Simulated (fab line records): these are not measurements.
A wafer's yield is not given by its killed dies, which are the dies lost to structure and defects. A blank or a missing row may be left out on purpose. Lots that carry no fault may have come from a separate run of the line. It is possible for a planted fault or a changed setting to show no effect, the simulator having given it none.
Split-lot study / flow n5 finfet / 7 lots, 21 wafers read, on a route of 1938 steps

## THE SPLIT
At N5_BEOL_M0_SAQP_ILD_DEP_01 (deposits SiOC from DEMS/O2, target thk 45.419 nm, time 8.7 s), the setting time s was moved away from the recipe's 8.7 s on 7 of the 21 wafers read, by -13.0% to +13.6%. For the rest of the wafers, this setting stayed at what the recipe calls for.

The split's own step is where the reading is taken.

## THE READING
SiOC_of_BEOL_M0_SAQP_ILD_DEP_01.thk nm (the simulator's own value, which no gauge read), in nm, at N5_BEOL_M0_SAQP_ILD_DEP_01 (deposits SiOC from DEMS/O2, target thk 45.419 nm, time 8.7 s). No usual value for it is given in the file. Across the 14 wafers here that went through the recipe, the average is 45.3 nm and the standard deviation 0.68 nm.

wafer=L076.1; tool, chamber at the split=pecvd-01, 1; time s as run, s=9.6; against the recipe=+10.3%; SiOC_of_BEOL_M0_SAQP_ILD_DEP_01.thk nm, nm=49.6; against lot-mates on the recipe=+5.4
wafer=L076.2; tool, chamber at the split=pecvd-01, 2; time s as run, s=8.7; against the recipe=recipe; SiOC_of_BEOL_M0_SAQP_ILD_DEP_01.thk nm, nm=44.2; against lot-mates on the recipe=-
wafer=L076.4; tool, chamber at the split=pecvd-01, 2; time s as run, s=9.6; against the recipe=+10.3%; SiOC_of_BEOL_M0_SAQP_ILD_DEP_01.thk nm, nm=50; against lot-mates on the recipe=+5.8
wafer=L079.2; tool, chamber at the split=pecvd-01, 1; time s as run, s=8.7; against the recipe=recipe; SiOC_of_BEOL_M0_SAQP_ILD_DEP_01.thk nm, nm=44.6; against lot-mates on the recipe=-
wafer=L079.5; tool, chamber at the split=pecvd-01, 2; time s as run, s=8.7; against the recipe=recipe; SiOC_of_BEOL_M0_SAQP_ILD_DEP_01.thk nm, nm=44.4; against lot-mates on the recipe=-
wafer=L079.6; tool, chamber at the split=pecvd-01, 1; time s as run, s=8.7; against the recipe=recipe; SiOC_of_BEOL_M0_SAQP_ILD_DEP_01.thk nm, nm=44.8; against lot-mates on the recipe=-
wafer=L080.1; tool, chamber at the split=pecvd-02, 2; time s as run, s=8.303; against the recipe=-4.6%; SiOC_of_BEOL_M0_SAQP_ILD_DEP_01.thk nm, nm=43; against lot-mates on the recipe=-3.1
wafer=L080.4; tool, chamber at the split=pecvd-02, 2; time s as run, s=8.7; against the recipe=recipe; SiOC_of_BEOL_M0_SAQP_ILD_DEP_01.thk nm, nm=45.8; against lot-mates on the recipe=-
wafer=L080.6; tool, chamber at the split=pecvd-02, 0; time s as run, s=8.7; against the recipe=recipe; SiOC_of_BEOL_M0_SAQP_ILD_DEP_01.thk nm, nm=46.4; against lot-mates on the recipe=-
wafer=L092.4; tool, chamber at the split=pecvd-01, 0,1; time s as run, s=8.7; against the recipe=recipe; SiOC_of_BEOL_M0_SAQP_ILD_DEP_01.thk nm, nm=44.8; against lot-mates on the recipe=-
wafer=L092.6; tool, chamber at the split=pecvd-01, 0,1; time s as run, s=8.7; against the recipe=recipe; SiOC_of_BEOL_M0_SAQP_ILD_DEP_01.thk nm, nm=44.8; against lot-mates on the recipe=-
wafer=L092.5; tool, chamber at the split=pecvd-01, 2; time s as run, s=7.565; against the recipe=-13.0%; SiOC_of_BEOL_M0_SAQP_ILD_DEP_01.thk nm, nm=38.8; against lot-mates on the recipe=-6.0
wafer=L093.2; tool, chamber at the split=pecvd-03, 2; time s as run, s=8.7; against the recipe=recipe; SiOC_of_BEOL_M0_SAQP_ILD_DEP_01.thk nm, nm=45.6; against lot-mates on the recipe=-
wafer=L093.3; tool, chamber at the split=pecvd-03, 1; time s as run, s=9.885; against the recipe=+13.6%; SiOC_of_BEOL_M0_SAQP_ILD_DEP_01.thk nm, nm=51.4; against lot-mates on the recipe=+5.7
wafer=L093.4; tool, chamber at the split=pecvd-03, 0; time s as run, s=8.7; against the recipe=recipe; SiOC_of_BEOL_M0_SAQP_ILD_DEP_01.thk nm, nm=45.8; against lot-mates on the recipe=-
wafer=L094.4; tool, chamber at the split=pecvd-03, 1; time s as run, s=8.7; against the recipe=recipe; SiOC_of_BEOL_M0_SAQP_ILD_DEP_01.thk nm, nm=46.2; against lot-mates on the recipe=-
wafer=L094.5; tool, chamber at the split=pecvd-03, 1; time s as run, s=8.7; against the recipe=recipe; SiOC_of_BEOL_M0_SAQP_ILD_DEP_01.thk nm, nm=45.4; against lot-mates on the recipe=-
wafer=L094.6; tool, chamber at the split=pecvd-03, 2; time s as run, s=8.7; against the recipe=recipe; SiOC_of_BEOL_M0_SAQP_ILD_DEP_01.thk nm, nm=46; against lot-mates on the recipe=-
wafer=L096.1; tool, chamber at the split=pecvd-02, 2; time s as run, s=9.687; against the recipe=+11.3%; SiOC_of_BEOL_M0_SAQP_ILD_DEP_01.thk nm, nm=50.2; against lot-mates on the recipe=+4.8
wafer=L096.2; tool, chamber at the split=pecvd-02, 1; time s as run, s=8.7; against the recipe=recipe; SiOC_of_BEOL_M0_SAQP_ILD_DEP_01.thk nm, nm=45.4; against lot-mates on the recipe=-
wafer=L096.4; tool, chamber at the split=pecvd-02, 2; time s as run, s=9.687; against the recipe=+11.3%; SiOC_of_BEOL_M0_SAQP_ILD_DEP_01.thk nm, nm=50.4; against lot-mates on the recipe=+5.0
Where a row lists several chambers, the file gives one row for several wafers and doesn't say which wafer went through which chamber.

FIT RESULTS
A straight line over all 21 wafers: SiOC_of_BEOL_M0_SAQP_ILD_DEP_01.thk nm changes by +0.458 nm for each +1% of time s; r = +0.98; the points scatter about the line by 0.6 nm.
The same after taking each lot's own level away (the mean of its wafers on the recipe; 21 wafers): +0.47 nm for each +1%; r = +0.99; scatter 0.43 nm.
The reading moves by 6.4 nm for the largest change in time s, on that fit.
From 44.20 to 46.10 nm: that is the span of the lots' own levels, equal to 2.8 times the standard deviation above.
So the lot-to-lot level changes the slope little: the two slopes agree.
Check: for one of the wafers moved furthest among these (+13.6%), held out of the fit, the line's prediction against its lot-mates is +6.56 nm. Against them it came out at +5.7 nm.

## OTHER SPLITS APPLIED TO THESE WAFERS
These wafers also went through other splits before the reading. Each is held against what the fit with the lots' levels taken away leaves over:
other split on the same wafers=N5_MOL_CONTACT_COAG_COAT_62 spin rpm; wafers away from the commonest value=6; r with SiOC_of_BEOL_M0_SAQP_ILD_DEP_01.thk nm (lot level and that fit taken away)=+0.35

## FILE'S OWN FIT
SiOC_of_BEOL_M0_SAQP_ILD_DEP_01.thk nm changes by +0.463 nm for each +1% of time s, r = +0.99.
